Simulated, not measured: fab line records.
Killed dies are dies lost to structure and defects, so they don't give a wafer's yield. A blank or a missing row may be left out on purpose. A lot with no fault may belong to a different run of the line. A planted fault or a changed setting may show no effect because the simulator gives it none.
A single fault, viewed from 2 desks | flow n5Finfet | what lay behind the numbers comes last; until then each desk has only its own

THE METROLOGY DESK
What the gauges read, lot by lot, whatever tool the lot ran on: means of the sampled wafers that have a number. A lot is out of limits, marked OUT, if its mean lies more than 4 standard deviations from the usual mean; the brackets give that distance.
Columns: A = M5_ILD_THK at N5_BEOL_M5_THK_MEAS_01, usual 121.3 nm
lot  | first seen here | A
L460 | day 8 19:13     | 120.4
L470 | day 11 16:07    | 119.3
L472 | day 12 14:02    | 116.0
L474 | day 12 20:04    | 119.8
L473 | day 13 03:02    | 122.3
L475 | day 13 08:37    | 121.1
L479 | day 13 11:59    | 121.2
L476 | day 13 12:07    | 122.6
L481 | day 13 21:35    | 121.9
L482 | day 14 23:33    | 121.7
L483 | day 15 13:15    | 120.7
Finding of this desk: none of the 11 lots has anything out of limits.

TOOL OWNER'S DESK, pecvd-04
The tool's own readings at N5_BEOL_M5_ILD_DEP_00 (deposits SiCOH lowk from DEMS/porogen, target thk 140.64 nm, time 25.9 s): means of the sampled wafers that have a number, for each lot that ran on this tool. A lot is out of limits, marked OUT, if its mean lies more than 4 standard deviations from the usual mean; the brackets give that distance.
Columns: A = heaterPowerW at N5_BEOL_M5_ILD_DEP_00, usual 310 W; B = showerheadPlenumPTorr at N5_BEOL_M5_ILD_DEP_00, usual 5.737 Torr; C = throttleValvePct at N5_BEOL_M5_ILD_DEP_00, usual 13.7 %
lot  | first seen here | A   | B     | C
L460 | day 8 18:39     | 282 | 5.739 | 13.9
L470 | day 11 15:25    | 262 | 5.756 | 14.1
L472 | day 12 13:28    | 277 | 5.753 | 13.7
Finding of this desk: none of the 3 lots has anything out of limits.

TAKEN TOGETHER
The metrology desk saw nothing out of limits.
The tool owner's desk saw nothing out of limits.

WHAT THE SIMULATOR HAD PUT IN
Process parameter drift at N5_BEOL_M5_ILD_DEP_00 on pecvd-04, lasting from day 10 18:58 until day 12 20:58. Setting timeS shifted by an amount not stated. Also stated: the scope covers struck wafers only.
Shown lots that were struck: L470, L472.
